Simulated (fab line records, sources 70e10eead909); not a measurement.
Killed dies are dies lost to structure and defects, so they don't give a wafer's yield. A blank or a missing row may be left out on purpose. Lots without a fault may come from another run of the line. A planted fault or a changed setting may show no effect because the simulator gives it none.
Chamber matching | flow nand_harc | NHARC_A_STAIRCASE_ETCH_313 on rie_diel-06: 4 sister chambers
The step etches the open film in CF4/CHF3. 16 wafers are shown with their chamber, then 8 later ones without.

WAFERS WITH THEIR CHAMBER
wafer  | chamber | drypump_motor_current_A (A) | showerhead_plenum_p_Torr (Torr) | rf_vpp_V (V)
L470.1 | 1       | 5.4                         | 1.66                            | 372.1
L470.2 | 2       | 5.3                         | 1.56                            | 371.0
L470.5 | 3       | 5.4                         | 1.65                            | 372.2
L472.2 | 0       | 6.3                         | 1.54                            | 371.6
L472.5 | 3       | 5.4                         | 1.65                            | 375.0
L472.6 | 2       | 5.2                         | 1.56                            | 371.3
L474.1 | 1       | 5.4                         | 1.66                            | 373.6
L474.2 | 0       | 6.3                         | 1.54                            | 370.1
L474.6 | 3       | 5.4                         | 1.65                            | 372.7
L473.1 | 3       | 5.4                         | 1.65                            | 374.9
L473.4 | 0       | 6.3                         | 1.54                            | 369.2
L473.6 | 3       | 5.4                         | 1.65                            | 373.0
L481.1 | 2       | 5.3                         | 1.55                            | 368.3
L481.2 | 3       | 5.4                         | 1.64                            | 372.5
L481.3 | 1       | 5.4                         | 1.65                            | 374.0
L483.1 | 2       | 5.2                         | 1.55                            | 370.4

SIGNATURES (means of the wafers above)
reading                  | chamber 0 | chamber 1 | chamber 2 | chamber 3 | scatter within a chamber
drypump_motor_current_A  | 6.300     | 5.400     | 5.250     | 5.400     | 0.0289
showerhead_plenum_p_Torr | 1.5400    | 1.6567    | 1.5550    | 1.6483    | 0.00456
rf_vpp_V                 | 370.300   | 373.233   | 370.250   | 373.383   | 1.23
Rule: a wafer's distance from a chamber is the root of the sum, over the readings, of the square of ((its reading less the chamber's mean) divided by the reading's scatter). The wafer belongs to the nearest chamber; if the next one is less than 2 further off, it can't be placed. The scatter: the root of (the sum of the squares of (reading less its chamber's mean) over the shown wafers, divided by (wafers less chambers)).

WAFERS WITHOUT THEIR CHAMBER
wafer  | drypump_motor_current_A (A) | showerhead_plenum_p_Torr (Torr) | rf_vpp_V (V)
L483.4 | 5.4                         | 1.64                            | 372.6
L483.5 | 5.4                         | 1.64                            | 372.0
L491.1 | 5.4                         | 1.64                            | 373.3
L491.2 | 6.3                         | 1.53                            | 370.8
L491.3 | 5.2                         | 1.54                            | 369.4
L489.2 | 6.3                         | 1.53                            | 368.7
L489.4 | 5.4                         | 1.64                            | 372.9
L489.5 | 5.2                         | 1.54                            | 369.9

WHICH CHAMBER EACH WENT THROUGH
wafer  | from the rows above     | in truth
L483.4 | can't be placed: 3 or 1 | 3
L483.5 | can't be placed: 3 or 1 | 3
L491.1 | can't be placed: 3 or 1 | 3
L491.2 | 0                       | 0
L491.3 | 2                       | 2
L489.2 | 0                       | 0
L489.4 | can't be placed: 3 or 1 | 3
L489.5 | 2                       | 2
Placed correctly: 4 of 8. Can't be placed from these rows: 4 (the true chamber is among the candidates in 4). Placed wrongly: 0.
